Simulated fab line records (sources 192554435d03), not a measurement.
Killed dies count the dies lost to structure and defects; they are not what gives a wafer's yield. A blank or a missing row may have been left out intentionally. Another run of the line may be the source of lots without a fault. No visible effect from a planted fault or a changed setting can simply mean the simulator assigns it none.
Chamber matching	flow n5 finfet	N5_DUMMY_GATE_DESCUM_20 on rie diel-02 has 4 sister chambers
The step chemistry O2, time 6.2 s. 4 wafers are shown with their chamber, then 7 later ones without.

## WAFERS WITH THEIR CHAMBER
wafer	chamber	showerhead plenum p Torr (Torr)
L088.2	2	2.06
L088.6	0	2.06
L089.2	1	2.18
L089.4	3	2.25

## WAFERS WITHOUT THEIR CHAMBER
wafer	showerhead plenum p Torr (Torr)
L089.5	2.25
L091.3	2.05
L091.4	2.05
L091.6	2.25
L097.1	2.25
L097.5	2.05
L097.6	2.17

## THE CHAMBER EACH PASSED THROUGH
wafer	from the rows above	in truth
L089.5	3	3
L091.3	can't be placed: 0 or 2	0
L091.4	can't be placed: 0 or 2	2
L091.6	3	3
L097.1	3	3
L097.5	can't be placed: 0 or 2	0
L097.6	1	1
Correctly placed: 4 of 7. Not placeable from these rows: 3 (in 3, the candidates include the true chamber). 0 placed wrongly.
How it was worked out, from the rows above alone: a wafer's distance from a chamber is the root of the sum, over the readings, of the square of ((its reading less the chamber's mean) divided by the reading's scatter). If the next closest chamber is less than 2 further off than the closest, the wafer can't be placed; otherwise it belongs to the closest. For every chamber, the mean is computed from those of its wafers that are shown. The scatter (one wafer shown for each chamber): square how far every hidden wafer sits from the nearest shown wafer, average those squares and take the square root.
